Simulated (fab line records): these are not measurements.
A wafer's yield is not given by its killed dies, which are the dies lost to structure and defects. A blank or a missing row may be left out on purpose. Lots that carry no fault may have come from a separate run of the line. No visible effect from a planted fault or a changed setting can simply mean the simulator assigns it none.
Chamber matching    flow n5Finfet    N5_HKMG_FIN_DESCUM_17 on rieDiel-04: 4 sister chambers
The step chemistry O2, time 7.9 s. 14 wafers are shown with their chamber, then 7 later ones without.

## WAFERS WITH THEIR CHAMBER
wafer   chamber  drypumpMotorCurrentA (A)  showerheadPlenumPTorr (Torr)  throttleValvePct (%)
L076.2  1        5.1                       2.16                          20.7
L076.4  0        5.9                       2.06                          20.4
L076.6  1        5.1                       2.16                          20.7
L079.1  0        5.9                       2.06                          20.4
L079.2  2        4.8                       2.17                          20.9
L079.3  3        5.4                       2.09                          20.7
L083.1  2        4.8                       2.16                          20.9
L083.2  3        5.3                       2.08                          20.7
L083.5  1        5.1                       2.16                          20.8
L084.1  3        5.4                       2.08                          20.7
L084.3  2        4.8                       2.16                          20.9
L084.4  2        4.8                       2.16                          20.9
L093.1  0        5.9                       2.05                          20.1
L093.2  3        5.4                       2.08                          20.4

SIGNATURES, as means of the wafers listed above
reading                chamber 0  chamber 1  chamber 2  chamber 3  scatter within a chamber
drypumpMotorCurrentA   5.900      5.100      4.800      5.375      0.0274
showerheadPlenumPTorr  2.0567     2.1600     2.1625     2.0825     0.00465
throttleValvePct       20.300     20.733     20.900     20.625     0.116
Rule: for a wafer and a chamber, the distance is found by dividing, reading by reading, the gap between the wafer's reading and the chamber's mean by the reading's scatter, squaring, summing and taking the root. The wafer belongs to the nearest chamber; if the next one is less than 2 further off, it can't be placed. The scatter: take each reading less its chamber's mean, square it, sum over the shown wafers, divide by the number of wafers less the number of chambers, and take the root.

## WAFERS WITH NO CHAMBER GIVEN
wafer   drypumpMotorCurrentA (A)  showerheadPlenumPTorr (Torr)  throttleValvePct (%)
L093.3  4.8                       2.15                          20.9
L094.2  5.4                       2.08                          20.4
L094.3  4.8                       2.15                          20.9
L094.5  5.1                       2.15                          20.8
L097.1  4.8                       2.15                          20.9
L097.3  5.4                       2.07                          20.4
L097.6  5.9                       2.05                          20.1

## THE CHAMBER EACH PASSED THROUGH
wafer   from the rows above  in truth
L093.3  2                    2
L094.2  3                    3
L094.3  2                    2
L094.5  1                    1
L097.1  2                    2
L097.3  3                    3
L097.6  0                    0
7 of 7 placed correctly. Left unplaced by these rows: 0. 0 placed wrongly.
